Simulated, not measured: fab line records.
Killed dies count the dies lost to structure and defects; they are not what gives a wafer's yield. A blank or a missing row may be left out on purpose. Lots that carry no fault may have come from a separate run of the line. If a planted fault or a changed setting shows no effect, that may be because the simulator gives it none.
fab line records -- flow nand-harc
record lots=6, wafers=18, last-day=33
route steps=1302 shown A_CONTACT@990
lots untouched by any fault: they come from a run of this same line in which no faults occurred
start-h: hours from the record's opening day to when the first of the lot's shown wafers began -- wait-h: time in hours since the lot's previous step -- " same as the row above -- L1.1+2: a single row standing in for several wafers -- - no value present, or no start provided -- * or withheld: withheld -- < > ~ a bound
route shown NAME@n: names a module that has steps shown in the file, with the first one's number in the route -- usual: average and standard deviation across the fault-free wafers -- same: alike in all rows -- chamber/n: place in a boat -- sites: readings site by site -- _std_site: the standard deviation of these -- _edge_site: mean of outer sites minus mean of inner sites -- radius-mm: how far each site lies from the wafer's centre -- mask NAME#n: copy n -- behind: the tool/chamber that last shaped the wafer -- hold: reason for holding the lot/hours on hold/outcome of the hold -- device: names the non-switching transistor (n, p or np) -- end of line: the route-end tests of the same wafers -- step lacking rows: just its recipe -- killed: the dies lost at the first sort to structure and to defects; this is not the yield of the wafer -- map: shows each die of a wafer: x if killed, . if not, _ if none is there
set.NAME: the run value of the setting; set.NAME@STEP: its run value at that earlier step -- model.NAME: the simulator's own value behind a step, which no gauge read
lots at selected steps of the route; one table per step, one row per wafer
services: when a tool's chamber went out of use (start-h, in hours from the record's first day, below 0 if earlier), for how many hours, and the reason
## steps
# step NHARC_A_CONTACT_COAT_35
# recipe temp-c=225, time-s=65
# step NHARC_A_CONTACT_COAT_36
# recipe spin-rpm=1500, resist-thk-nm=90
# step NHARC_A_CONTACT_SOFTBAKE_37
# recipe temp-c=105, time-s=55
# step NHARC_A_CONTACT_EBR_38
# step NHARC_A_CONTACT_EXPOSE_39
# recipe na=1.35, sigma-outer=0.8, dose-mj=58.79, mask-id=A_CC_3
# step NHARC_A_CONTACT_PEB_40
# recipe peb-temp-c=100, peb-time-s=65
# step NHARC_A_CONTACT_DEVELOP_41
# recipe develop-time-s=35, dev-temp-c=23
# step NHARC_A_CONTACT_CD_MEAS_42
# recipe target-cd-nm=300, landing-energy-ev=500
# usual cd-nm=300.1/0.47
lot.wafer,tool,chamber,start-h,wait-h,cd-nm
L403.2,cd-sem-01,0,523.41,-,300.2
L403.4,cd-sem-01,0,523.41,-,300.1
L403.6,cd-sem-01,0,523.41,-,300.3
L409.1,cd-sem-03,0,589.76,-,300.4
L409.2,cd-sem-03,0,589.76,-,299.9
L409.6,cd-sem-03,0,589.76,-,300.2
L417.1,cd-sem-01,0,667.54,-,299.9
L417.2,cd-sem-01,0,667.54,-,299.1
L417.3,cd-sem-01,0,667.54,-,299.5
L418.2,cd-sem-01,0,670.15,-,300.2
L418.3,cd-sem-01,0,670.15,-,300.3
L418.4,cd-sem-01,0,670.15,-,300.4
L422.1,cd-sem-02,0,702.83,-,300.2
L422.3,cd-sem-02,0,702.83,-,300.8
L422.4,cd-sem-02,0,702.83,-,300.1
L421.1,cd-sem-03,0,717.47,-,299.7
L421.3,cd-sem-03,0,717.47,-,300.0
L421.5,cd-sem-03,0,717.47,-,300.0
# step NHARC_A_CONTACT_OVL_MEAS_43
# usual overlay-x-nm=-0.1/0.7, overlay-y-nm=0.0/0.79
lot.wafer,tool,chamber,start-h,wait-h,overlay-x-nm,overlay-y-nm
L403.2,overlay-01,-,523.49,-,0.5,-0.7
L403.4,overlay-01,-,523.49,-,0.8,-1.5
L403.6,overlay-01,-,523.49,-,0.9,-0.6
L409.1,overlay-01,-,589.85,-,0.3,-0.7
L409.2,overlay-01,-,589.85,-,0.3,-0.4
L409.6,overlay-01,-,589.85,-,0.4,-0.4
L417.1,overlay-01,-,667.63,-,-0.2,0.3
L417.2,overlay-01,-,667.63,-,-0.4,1.4
L417.3,overlay-01,-,667.63,-,-0.2,0.5
L418.2,overlay-02,-,670.24,-,0.9,0.8
L418.3,overlay-02,-,670.24,-,0.2,1.3
L418.4,overlay-02,-,670.24,-,0.4,1.3
L422.1,overlay-02,-,702.92,-,0.0,-0.8
L422.3,overlay-02,-,702.92,-,0.2,-1.0
L422.4,overlay-02,-,702.92,-,-0.6,-1.4
L421.1,overlay-01,-,717.56,-,-1.1,-0.2
L421.3,overlay-01,-,717.56,-,-0.8,0.0
L421.5,overlay-01,-,717.56,-,-0.8,-0.2
# step NHARC_A_CONTACT_INSPECT_44
# usual raw-defect-count=78/28
lot.wafer,tool,chamber,start-h,wait-h,raw-defect-count
L403.2,defect-inspect-02,-,523.53,0.0,54
L403.4,defect-inspect-02,-,523.53,0.0,60
L403.6,defect-inspect-02,-,523.53,0.0,67
L409.1,defect-inspect-02,-,589.89,0.0,44
L409.2,defect-inspect-02,-,589.89,0.0,70
L409.6,defect-inspect-02,-,589.89,0.0,77
L417.1,defect-inspect-01,-,667.66,0.0,55
L417.2,defect-inspect-01,-,667.66,0.0,77
L417.3,defect-inspect-01,-,667.66,0.0,66
L418.2,defect-inspect-01,-,670.28,0.0,117
L418.3,defect-inspect-01,-,670.28,0.0,120
L418.4,defect-inspect-01,-,670.28,0.0,98
L422.1,defect-inspect-01,-,702.96,0.0,132
L422.3,defect-inspect-01,-,702.96,0.0,126
L422.4,defect-inspect-01,-,702.96,0.0,107
L421.1,defect-inspect-01,-,717.60,0.0,108
L421.3,defect-inspect-01,-,717.60,0.0,103
L421.5,defect-inspect-01,-,717.60,0.0,102
# step NHARC_A_CONTACT_DESCUM_47
# recipe time-s=3, o2-flow-sccm=200, ar-flow-sccm=0, bias-power-w=0, chemistry=O2
# usual drypump-motor-current-A=5.8/0.39, oes-product-au=0.999/0.0074, rf-vpp-V=57.7/0.85, showerhead-plenum-p-Torr=1.92/0.083, throttle-valve-pct=11.310/0.0094
# same time-s=3
lot.wafer,tool,chamber,start-h,wait-h,drypump-motor-current-A,oes-product-au,rf-hours-counter-h,rf-vpp-V,showerhead-plenum-p-Torr,throttle-valve-pct
L403.2,rie-diel-07,3,523.59,0.1,6.3,0.987,8,58.6,1.99,11.320
L403.4,rie-diel-07,2,523.59,0.1,5.5,1.002,9,57.3,1.87,11.298
L403.6,rie-diel-07,3,523.59,0.1,6.3,0.996,-,57.1,1.99,11.303
L409.2,rie-diel-01,1,589.95,0.1,5.9,1.008,2,57.6,2.00,11.329
L409.1,rie-diel-01,2,589.95,0.1,5.9,1.010,2,57.5,1.88,11.301
L409.6,rie-diel-01,1,589.95,0.1,5.9,1.001,-,57.3,2.00,11.312
L417.1,rie-diel-07,1,667.73,0.1,6.1,0.993,1,57.6,1.88,11.292
L417.3,rie-diel-07,2,667.73,0.1,5.5,0.997,1,57.4,1.86,11.320
L417.2,rie-diel-07,3,667.73,0.1,6.3,0.995,1,58.8,1.97,11.309
L418.4,rie-diel-07,0,670.34,0.1,5.0,0.996,3,56.9,2.08,11.296
L418.3,rie-diel-07,1,670.34,0.1,6.0,1.001,2,57.7,1.87,11.312
L418.2,rie-diel-07,2,670.34,0.1,5.5,0.999,2,57.0,1.86,11.298
L422.1,rie-diel-01,2,703.02,0.1,5.8,1.010,15,58.2,1.88,11.312
L422.4,rie-diel-01,0,703.02,0.1,6.1,0.992,17,56.6,2.02,11.296
L422.3,rie-diel-01,1,703.02,0.1,5.9,1.000,17,56.6,1.99,11.313
L421.1,rie-diel-01,2,717.72,0.1,5.8,1.006,20,56.3,1.88,11.327
L421.3,rie-diel-01,3,717.72,0.1,5.7,1.003,22,56.7,1.83,11.307
L421.5,rie-diel-01,2,717.72,0.1,5.8,1.011,-,56.2,1.88,11.311
# step NHARC_A_CONTACT_ETCH_48
# recipe target-depth-a=390, over-etch-frac=0.3, time-s=65, ion-energy-ev=80, cf4-flow-sccm=150, ar-flow-sccm=0, rf-w=300, bias-w=100, chemistry=CF4
# usual drypump-motor-current-A=5.8/0.37, oes-product-au=0.998/0.0074, rf-fwd-power-W=297.0/1.3, rf-vpp-V=151.2/1.2, run-length-s=86.4/0.42, showerhead-plenum-p-Torr=1.77/0.071, throttle-valve-pct=13.284/0.009
# same time-s=65
lot.wafer,tool,chamber,start-h,wait-h,drypump-motor-current-A,oes-product-au,rf-fwd-power-W,rf-hours-counter-h,rf-vpp-V,run-length-s,showerhead-plenum-p-Torr,throttle-valve-pct
L403.4,rie-diel-07,2,523.68,0.1,5.5,0.998,295.5,9,150.0,85.8,1.73,13.286
L403.2,rie-diel-07,0,523.68,0.1,5.0,0.996,293.0,11,148.7,86.3,1.65,13.273
L403.6,rie-diel-07,3,523.68,0.1,6.3,0.996,297.2,-,152.5,86.5,1.83,13.287
L409.1,rie-diel-01,3,590.04,0.1,5.7,0.995,299.2,2,151.0,86.2,1.70,13.280
L409.2,rie-diel-01,0,590.04,0.1,6.0,0.988,296.8,2,152.8,86.1,1.87,13.282
L409.6,rie-diel-01,3,590.04,0.1,5.7,0.996,298.2,-,149.6,86.5,1.70,13.271
L417.3,rie-diel-07,2,667.82,0.1,5.5,0.985,296.2,1,150.7,85.7,1.72,13.275
L417.2,rie-diel-07,3,667.82,0.1,6.3,0.998,296.8,1,152.4,86.7,1.82,13.297
L417.1,rie-diel-07,0,667.82,0.1,5.0,0.992,296.0,1,154.0,86.5,1.91,13.294
L418.3,rie-diel-07,2,670.42,0.1,5.5,0.993,296.5,2,150.5,86.0,1.72,13.284
L418.4,rie-diel-07,3,670.42,0.1,6.3,1.003,297.9,2,151.6,86.5,1.82,13.292
L418.2,rie-diel-07,1,670.42,0.1,6.1,1.003,294.4,2,149.9,86.9,1.74,13.287
L422.3,rie-diel-01,0,703.11,0.1,6.1,0.987,297.2,17,152.5,86.6,1.86,13.264
L422.1,rie-diel-01,2,703.11,0.1,5.9,0.990,299.0,15,151.1,86.1,1.74,13.281
L422.4,rie-diel-01,3,703.11,0.1,5.6,0.991,296.5,18,149.6,86.2,1.70,13.298
L421.3,rie-diel-01,3,717.79,0.1,5.6,1.010,298.1,22,150.5,86.8,1.69,13.307
L421.1,rie-diel-01,2,717.79,0.1,5.9,1.007,296.7,20,151.3,86.3,1.74,13.280
L421.5,rie-diel-01,3,717.79,0.1,5.6,1.005,298.7,-,149.4,86.1,1.69,13.279
# step NHARC_A_CONTACT_ETCH_49
# recipe target-depth-a=2600, over-etch-frac=0.3, time-s=475.3, ion-energy-ev=200, n2-flow-sccm=150, h2-flow-sccm=150, ar-flow-sccm=0, rf-w=400, bias-w=150, chemistry=N2/H2
# usual drypump-motor-current-A=5.8/0.39, oes-product-au=0.998/0.0083, rf-fwd-power-W=399.5/1.2, rf-vpp-V=430.6/2.7, run-length-s=496.7/0.44, showerhead-plenum-p-Torr=2.04/0.091, throttle-valve-pct=14.173/0.0092
lot.wafer,tool,chamber,start-h,wait-h,drypump-motor-current-A,oes-product-au,rf-fwd-power-W,rf-hours-counter-h,rf-vpp-V,run-length-s,showerhead-plenum-p-Torr,throttle-valve-pct
L403.4,rie-diel-07,1,523.92,-,6.1,1.014,400.5,12,429.0,497.2,2.01,14.190
L403.2,rie-diel-07,2,523.92,-,5.5,0.994,397.8,9,428.9,496.5,1.99,14.177
L403.6,rie-diel-07,0,523.92,-,5.0,1.006,399.2,-,426.1,497.2,1.89,14.182
L409.2,rie-diel-01,3,590.13,-,5.6,1.000,400.1,2,427.6,496.8,1.95,14.161
L409.1,rie-diel-01,0,590.13,-,6.0,0.989,399.7,2,434.8,497.2,2.17,14.179
L409.6,rie-diel-01,0,590.13,-,6.1,0.997,399.6,-,434.2,496.6,2.17,14.166
L417.2,rie-diel-07,2,667.90,-,5.5,0.996,-,1,428.5,378.1,1.98,14.166
L417.1,rie-diel-07,3,667.90,-,6.3,0.998,399.1,1,433.5,496.7,2.10,14.178
L417.3,rie-diel-07,0,667.90,-,5.0,1.000,-,1,435.9,379.2,2.22,14.178
L418.3,rie-diel-07,3,670.51,-,6.3,0.990,-,2,433.4,378.6,2.10,14.164
L418.4,rie-diel-07,0,670.51,-,5.0,1.004,400.8,3,436.5,496.7,2.22,14.168
L418.2,rie-diel-07,1,670.51,-,6.0,0.992,-,2,429.4,378.9,2.00,14.175
L422.4,rie-diel-01,1,703.20,-,5.9,0.995,399.6,17,432.7,497.6,2.12,14.188
L422.1,rie-diel-01,2,703.20,-,5.9,1.007,399.1,15,430.3,496.6,2.00,14.177
L422.3,rie-diel-01,3,703.20,-,5.7,1.004,397.6,18,427.4,496.5,1.95,14.172
L421.3,rie-diel-01,3,717.95,-,5.6,0.994,402.1,22,427.9,496.6,1.94,14.166
L421.1,rie-diel-01,0,717.95,-,6.0,0.982,399.2,21,435.0,497.0,2.16,14.164
L421.5,rie-diel-01,2,717.95,-,5.9,1.017,400.0,-,429.9,496.4,2.00,14.191
# step NHARC_A_CONTACT_ETCH_50
# recipe target-depth-a=1210, time-s=60.5, cf4-flow-sccm=100, chf3-flow-sccm=30, ar-flow-sccm=0, rf-w=500, bias-w=200, chemistry=CF4/CHF3
# usual drypump-motor-current-A=5.8/0.38, oes-product-au=0.948/0.021, rf-fwd-power-W=495.0/2, rf-vpp-V=370.6/2.3, run-length-s=81.9/0.42, showerhead-plenum-p-Torr=1.57/0.065, throttle-valve-pct=16.803/0.0099
# same time-s=60.5
lot.wafer,tool,chamber,start-h,wait-h,drypump-motor-current-A,oes-product-au,rf-fwd-power-W,rf-hours-counter-h,rf-vpp-V,run-length-s,showerhead-plenum-p-Torr,throttle-valve-pct
L403.4,rie-diel-07,3,-,-,6.3,0.939,495.1,9,372.2,81.8,1.63,16.774
L403.2,rie-diel-07,1,-,-,6.0,0.961,491.6,12,369.1,82.6,1.56,16.782
L403.6,rie-diel-07,3,-,-,6.3,0.929,491.5,-,372.8,82.0,1.63,16.802
L409.1,rie-diel-01,2,-,-,5.8,0.965,495.7,2,371.1,81.4,1.55,16.803
L409.2,rie-diel-01,3,-,-,5.6,0.980,496.7,2,367.9,82.2,1.51,16.804
L409.6,rie-diel-01,1,-,-,5.8,0.962,495.9,-,373.0,82.5,1.64,16.804
L417.3,rie-diel-07,3,-,-,6.3,0.969,496.8,1,371.7,81.8,1.62,16.793
L417.2,rie-diel-07,0,-,-,5.0,0.962,491.5,2,375.0,82.0,1.70,16.812
L417.1,rie-diel-07,2,-,-,5.5,0.969,495.6,1,368.5,81.2,1.53,16.809
L418.3,rie-diel-07,1,-,-,6.0,0.961,492.8,2,369.9,82.6,1.54,16.808
L418.2,rie-diel-07,3,-,-,6.3,0.984,495.7,2,371.7,81.9,1.62,16.823
L418.4,rie-diel-07,0,-,-,5.0,0.963,492.6,3,374.7,81.9,1.70,16.798
L422.4,rie-diel-01,3,-,-,5.7,0.961,499.1,18,369.3,81.5,1.51,16.815
L422.3,rie-diel-01,0,-,-,6.0,0.964,496.4,18,372.5,82.3,1.66,16.795
L422.1,rie-diel-01,2,-,-,5.8,0.958,496.5,15,369.9,81.4,1.55,16.804
L421.3,rie-diel-01,3,-,-,5.6,0.955,495.9,22,368.7,81.6,1.51,16.795
L421.1,rie-diel-01,1,-,-,5.9,0.938,496.4,22,372.7,82.8,1.63,16.801
L421.5,rie-diel-01,2,-,-,5.8,0.936,498.2,-,369.0,81.7,1.55,16.793
## services
tool,chamber,start-h,hours,kind
rie-diel-07,0,506.16,-,clean
rie-diel-07,1,506.16,-,clean
rie-diel-07,2,506.16,-,clean
rie-diel-07,3,506.16,-,clean
rie-diel-01,0,512.32,-,clean
rie-diel-01,1,512.32,-,clean
rie-diel-01,2,512.32,-,clean
rie-diel-01,3,512.32,-,clean
rie-diel-01,2,532.67,6.3,repair
rie-diel-07,0,533.22,-,clean
rie-diel-07,1,533.22,-,clean
rie-diel-07,2,533.22,-,clean
rie-diel-07,3,533.22,-,clean
rie-diel-01,0,536.90,-,clean
rie-diel-01,1,536.90,-,clean
rie-diel-01,3,536.90,-,clean
rie-diel-07,0,557.72,-,clean
rie-diel-07,1,557.72,-,clean
rie-diel-07,2,557.72,-,clean
rie-diel-01,-,558.32,9.0,pm
rie-diel-01,-,619.30,36.6,repair
rie-diel-07,-,649.66,9.0,pm
rie-diel-07,3,662.54,3.8,repair
rie-diel-07,2,710.79,8.1,repair
## key
first-sign step=NHARC_A_CONTACT_ETCH_49, reading=run-length-s, direction=down, sigmas=99+, usual=*, struck=*
effect none on later readings
met-at NHARC_A_CONTACT_ETCH_49
struck-wafers L417.2,L417.3,L418.2,L418.3
sort-left-out L417.2,L417.3,L418.2,L418.3
tester-left-out L417,L418
onset-between 523.92 667.90
fault kind=process-parameter-drift, tool=rie-diel-07, chamber=-, onset-h=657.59, steps=NHARC_A_CONTACT_ETCH_49, channel=time-s, offset=*, shape=step, end-h=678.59, scope=struck-wafers-only, acts-in=*, stated=*
# tester-left-out: of these lots the tester's yield and bins aren't shown, on N5 and GAA mostly nor the transistor test; their killed dies are dies lost to structure and defects alone, not to doping, threshold or leakage, so they don't give the yield
# sort-left-out: the simulated sort isn't trusted on such a fault, so these wafers' sort isn't shown, and their yield isn't known
